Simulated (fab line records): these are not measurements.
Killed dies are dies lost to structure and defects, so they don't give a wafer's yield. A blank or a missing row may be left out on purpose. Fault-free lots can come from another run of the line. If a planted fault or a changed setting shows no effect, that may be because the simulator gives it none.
Which tool is to blame? ; flow n5 finfet ; Sampling: 11 lots, 31 wafers, 4 of 1938 route steps

## WHAT EACH GAUGE READ, for each wafer
The record lacks any reading of a measuring or inspecting step that a usual standard deviation could be used to judge.

## TOOL THAT RAN EACH LOT (tool first, then ch and the chambers of the sampled wafers, then the start)
lot;N5_BEOL_M4_PECVD_72;N5_PASSIVATION_VIA_ETCH_13;N5_PASSIVATION_PRE_CLEAN_19;N5_PASSIVATION_PROBE_49
L879;pecvd-01 ch 1,2, day 8 04:46;rie diel-04 ch 0,1,2, day 12 16:01;pvd sputter-01, day 12 17:07;-
L881;pecvd-03 ch 0,1, day 8 19:22;rie diel-04 ch 0,1, day 14 00:33;pvd sputter-02, day 14 01:46;-
L883;pecvd-01 ch 1,2, day 8 19:22;rie diel-03 ch 0,1,2, day 13 23:25;pvd sputter-02, day 14 00:14;-
L884;pecvd-01 ch 0,2, day 9 06:11;rie diel-01 ch 0,1, day 14 01:50;pvd sputter-01, day 14 02:26;-
L885;pecvd-01 ch 0,2, day 9 09:50;rie diel-01 ch 0,3, day 14 00:35;pvd sputter-01, day 14 02:01;-
L889;pecvd-03 ch 0,1, day 10 02:07;rie diel-01 ch 0,2, day 14 18:51;pvd sputter-03, day 14 19:19;-
L888;pecvd-03 ch 0,1, day 10 04:52;rie diel-03 ch 0,1,3, day 14 23:05;pvd sputter-02, day 15 01:29;-
L891;pecvd-04 ch 0,2, day 11 07:35;rie diel-04 ch 0,2,3, day 15 17:17;pvd sputter-01, day 15 17:45;-
L892;pecvd-01 ch 0,1, day 11 16:15;rie diel-03 ch 0,3, day 16 06:38;pvd sputter-02, day 16 07:49;-
L894;pecvd-03 ch 0,1, day 11 19:35;rie diel-04 ch 2,3, day 16 07:56;pvd sputter-02, day 16 08:38;-
L897;pecvd-03 ch 1,2, day 12 07:28;rie diel-03 ch 2,3, day 17 00:14;pvd sputter-02, day 17 01:14;prober-02, day 17 07:19
- N5_BEOL_M4_PECVD_72: deposits SiO2 from TEOS/O2, target thk 16 nm, time 18 s.
- N5_PASSIVATION_VIA_ETCH_13: etches SiO2 in CHF3/O2, target depth 660 nm, time 330 s.
- N5_PASSIVATION_PRE_CLEAN_19
- N5_PASSIVATION_PROBE_49

## AS READ BY THE TOOLS THEMSELVES (means over the sampled wafers that have a number; for cases with no such wafer, the mark the record gives instead)
N5_BEOL_M4_PECVD_72. Usual: heater power w 652 W, standard deviation 89; showerhead plenum p Torr 8.80 Torr, standard deviation 0.07; showerhead vpp V 1306 V, standard deviation 54; susceptor temp C 400.02 C, standard deviation 0.23; throttle valve pct 21.7 %, standard deviation 1.5.
lot;tool;heater power w (W);showerhead plenum p Torr (Torr);showerhead vpp V (V);susceptor temp C (C);throttle valve pct (%);flag
L879;pecvd-01;602;8.75;1294;399.97;20.9;
L881;pecvd-03;809;8.86;1268;399.81;22.5;
L883;pecvd-01;574;8.76;1296;400.05;20.7;
L884;pecvd-01;550;8.86;1280;400.10;20.3;
L885;pecvd-01;594;8.87;1281;400.02;20.4;
L889;pecvd-03;778;8.83;1254;400.09;22.3;
L888;pecvd-03;792;8.85;1271;400.04;22.7;
L891;pecvd-04;619;8.73;1300;400.13;21.5;
L892;pecvd-01;642;8.75;1323;400.11;21.5;
L894;pecvd-03;771;8.84;1274;399.72;22.4;
L897;pecvd-03;682;8.84;1307;400.21;22.3;

N5_PASSIVATION_VIA_ETCH_13. Usual: CHF3_flow_sccm 49.97 sccm, standard deviation 0.16; bias w 170.1 W, standard deviation 0.52; drypump motor current A 5.7 A, standard deviation 0.31; etch rf on time s 236 s, standard deviation 5.5; oes product au 0.70 a.u., standard deviation 0.065; rf vpp V 530 V, standard deviation 15; showerhead plenum p Torr 2.42 Torr, standard deviation 0.086; throttle valve pct 18.93 %, standard deviation 0.26.
lot;tool;CHF3_flow_sccm (sccm);bias w (W);drypump motor current A (A);etch rf on time s (s);oes product au (a.u.);rf vpp V (V);showerhead plenum p Torr (Torr);throttle valve pct (%);flag
L879;rie diel-04;50.11;170.0;5.8;236;0.69;514;2.33;18.83;
L881;rie diel-04;49.90;170.0;5.7;236;0.70;509;2.37;18.81;
L883;rie diel-03;49.94;170.3;5.6;233;0.70;538;2.49;19.14;
L884;rie diel-01;49.91;169.8;5.9;235;0.66;537;2.34;18.97;
L885;rie diel-01;49.91;170.1;5.7;242;0.70;537;2.39;18.84;
L889;rie diel-01;49.89;171.1;6.1;236;0.68;538;2.47;18.88;
L888;rie diel-03;49.92;169.9;5.6;236;0.76;530;2.45;18.94;
L891;rie diel-04;49.85;169.8;5.7;237;0.72;522;2.44;18.69;
L892;rie diel-03;50.16;169.8;5.8;232;0.75;536;2.48;19.06;
L894;rie diel-04;50.01;169.9;5.5;238;0.76;534;2.46;18.59;
L897;rie diel-03;49.95;170.7;5.7;236;0.70;532;2.46;19.20;

N5_PASSIVATION_PRE_CLEAN_19. Usual: heater power w 458 W, standard deviation 48.
lot;tool;heater power w (W);flag
L879;pvd sputter-01;484;
L881;pvd sputter-02;466;
L883;pvd sputter-02;489;
L884;pvd sputter-01;448;
L885;pvd sputter-01;485;
L889;pvd sputter-03;491;
L888;pvd sputter-02;451;
L891;pvd sputter-01;431;
L892;pvd sputter-02;452;
L894;pvd sputter-02;474;
L897;pvd sputter-02;461;

N5_PASSIVATION_PROBE_49. Usual: defect limited yield 91.6 %, standard deviation 1.4; killed_at_M0_to_M3 32, standard deviation 9.5; killed_at_M4_up 13, standard deviation 6; killed at contacts 12, standard deviation 5.6; killed at front end 39, standard deviation 11; killed at other 2.8, standard deviation 2.3; killed dies 99, standard deviation 16; killed open 65, standard deviation 12; killed short 32, standard deviation 7.6; sort_bin_4_leakage 0.1 %, standard deviation 0.88; sort_bin_5_function 4.8 %, standard deviation 0.88; sort_bin_6_memory 3.2 %, standard deviation 0.65; sort n pass 1077, standard deviation 29; sort yield pct 91.2 %, standard deviation 2.5.
lot;tool;defect limited yield (%);killed_at_M0_to_M3;killed_at_M4_up;killed at contacts;killed at front end;killed at other;killed dies;killed open;killed short;sort_bin_4_leakage (%);sort_bin_5_function (%);sort_bin_6_memory (%);sort n pass;sort yield pct (%);flag
L897;prober-02;83.7;25;115;12;36;4.7;193;59;28;0.2;10.3;4.4;985;83.5;OFF

## THE ANSWER, worked out from the rows above alone
Rule: a lot counts as off when the mean over its wafers that have a number is more than 3 standard deviations away from the usual mean. A lot without any number at a reading at which 4 lots or more have one is off too. The other lots that the step has rows for count as sound. The gauges are gone through in route order, then the tools' own readings, and for those a lot's mean is taken as printed above. The first step at which some lot is off is used, and at that step the reading that is off furthest; a lot without a number counts as furthest.
Off, at N5_PASSIVATION_PROBE_49 on killed_at_M4_up: L897. Neither off nor sound, because the step has no rows for them: L879, L881, L883, L884, L885, L889, L888, L891, L892, L894.
A tool fits if, at that step or a process step before it, it ran every lot that is off, and no sound lot after the first of them. Can't be told from this: 4 tools fit, pecvd-03 at N5_BEOL_M4_PECVD_72, rie diel-03 at N5_PASSIVATION_VIA_ETCH_13, pvd sputter-02 at N5_PASSIVATION_PRE_CLEAN_19, prober-02 at N5_PASSIVATION_PROBE_49.

## WHAT WAS PUT IN BY THE SIMULATOR
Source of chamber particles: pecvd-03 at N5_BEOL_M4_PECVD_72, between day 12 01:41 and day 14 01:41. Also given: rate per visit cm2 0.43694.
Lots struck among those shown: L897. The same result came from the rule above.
